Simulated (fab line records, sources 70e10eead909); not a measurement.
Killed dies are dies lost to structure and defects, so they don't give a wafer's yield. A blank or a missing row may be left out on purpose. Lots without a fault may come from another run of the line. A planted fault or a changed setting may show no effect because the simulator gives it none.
A struck lot beside a sound one | flow nand_harc | 20 steps out of a route of 1302
Sound: wafers L501.1, L501.2, L501.3. Struck: wafers L510.5, L510.6. The cause comes at the end.
At each step with rows: each side's tool, then ch and its chambers, then its first start. Under that, the readings that differ: sound wafers | struck wafers | difference of the means | sigmas: that difference in standard deviations of wafers without a fault.
alike: readings whose means differ by less than 2 such deviations, and words and numbers that are the same on both sides. not compared: withheld readings, readings that some wafer has no value for, bounds like >300 that may hide the same value, and numbers for which the record gives no deviation and whose values overlap.
The two part at a step that has a row with sigmas, a row that says differs or no value, or rows on one side only. Numbers that don't overlap but have no deviation are shown without sigmas and don't part them. A reading that every wafer of one side lacks parts them only if that side has two wafers or more.

first, 1 step without rows for these wafers: NHARC_A_BLC_SRD_27.
NHARC_A_BLC_INSPECT_28:
  sound on defect_inspect-01, day 23 23:32; struck on defect_inspect-01, day 27 06:37
  alike: raw_defect_count
then, 9 steps without rows for these wafers: NHARC_A_M0_DEP_00 (deposits SiOC, target thk 150 nm); NHARC_A_M0_DEHYDRATE_01 (time 120 s); NHARC_A_M0_HMDS_02 (time 30 s); NHARC_A_M0_COAT_33 (time 65 s); NHARC_A_M0_COAT_03 (resist thk 90 nm); NHARC_A_M0_SOFTBAKE_04 (time 55 s); NHARC_A_M0_EBR_05; NHARC_A_M0_EXPOSE_06 (exposes mask A M0, target cd 80 nm); NHARC_A_M0_PEB_07 (peb time 65 s).
NHARC_A_M0_DEVELOP_08: develop time 35 s.
  sound on litho_track-04 ch 0, day 24 00:00; struck on litho_track-01 ch 0, day 27 07:00
  alike: resist_line_temp_C
NHARC_A_M0_CD_MEAS_09: target cd 80 nm.
  sound on cd_sem-02 ch 0, day 24 00:26; struck on cd_sem-03 ch 0, day 27 07:32
  reading    | sound          | struck    | difference | sigmas
  cd_nm (nm) | 80.8 80.9 80.4 | 82.1 81.5 | +1.1       | +2
NHARC_A_M0_OVL_MEAS_10: pitch 160 nm.
  sound on overlay-01, day 24 00:31; struck on overlay-02, day 27 07:37
  reading           | sound       | struck  | difference | sigmas
  overlay_x_nm (nm) | 0.0 0.3 0.4 | 2.5 1.6 | +1.8       | +2
  alike: overlay_y_nm
NHARC_A_M0_INSPECT_11:
  sound on defect_inspect-02, day 24 00:33; struck on defect_inspect-02, day 27 07:40
  alike: raw_defect_count
NHARC_A_M0_DESCUM_14: chemistry O2, time 3 s.
  sound on rie_diel-10 ch 0,1,2, day 24 00:37; struck on rie_diel-10 ch 0,1, day 27 07:45
  reading                | sound             | struck     | difference                    | sigmas
  rf_hours_counter_h (h) | 5.9 5.9 5.4       | - -        | no value on the struck wafers |
  model.A_M0.cd_nm (nm)  | 80.26 80.47 80.23 | 82.07 82.1 | +1.76                         |
  alike: drypump_motor_current_A, o2_flow_sccm, oes_product_au, rf_vpp_V, showerhead_plenum_p_Torr, throttle_valve_pct
NHARC_A_M0_ETCH_34: etches the open film in N2/H2, target depth 40 nm, overetch 12 nm, time 43.94 s.
  sound on rie_diel-10 ch 1,2,3, day 24 00:42; struck on rie_diel-10 ch 0,1, day 27 07:50
  reading                | sound       | struck | difference                    | sigmas
  rf_hours_counter_h (h) | 5.9 6.0 5.9 | - -    | no value on the struck wafers |
  alike: drypump_motor_current_A, oes_product_au, rf_vpp_V, showerhead_plenum_p_Torr, throttle_valve_pct
NHARC_A_M0_ETCH_15: etches the open film in C4F8/Ar, target depth 150 nm, overetch 15 nm, time 82.5 s.
  sound on rie_diel-10 ch 1,2,3; struck on rie_diel-10 ch 0,3
  reading                | sound             | struck      | difference                    | sigmas
  rf_hours_counter_h (h) | 6.0 6.0 5.9       | - -         | no value on the struck wafers |
  model.A_M0.cd_nm (nm)  | 80.12 80.47 80.02 | 82.05 82.23 | +1.94                         |
  alike: oes_product_au, rf_vpp_V
NHARC_A_M0_CD_MEAS_16:
  sound on cd_sem-01, day 24 00:55; struck on cd_sem-03, day 27 08:02
  reading    | sound          | struck    | difference | sigmas
  cd_nm (nm) | 79.9 80.6 80.1 | 82.1 82.1 | +1.9       | +3
-- the record jumps here: 2 days lie between the struck wafers' starts before and after (it left off in module A_M0 and takes up again in module END, whose first step shown is number 1302 of the route) --
NHARC_END_SORT_01:
  the record has rows for the struck wafers here (prober-01 ch 0, day 29 11:10) and none for the sound ones

WHERE THEY PART
First at NHARC_A_M0_CD_MEAS_09; last, within this record, at NHARC_END_SORT_01.

WHY: what the simulator had put in
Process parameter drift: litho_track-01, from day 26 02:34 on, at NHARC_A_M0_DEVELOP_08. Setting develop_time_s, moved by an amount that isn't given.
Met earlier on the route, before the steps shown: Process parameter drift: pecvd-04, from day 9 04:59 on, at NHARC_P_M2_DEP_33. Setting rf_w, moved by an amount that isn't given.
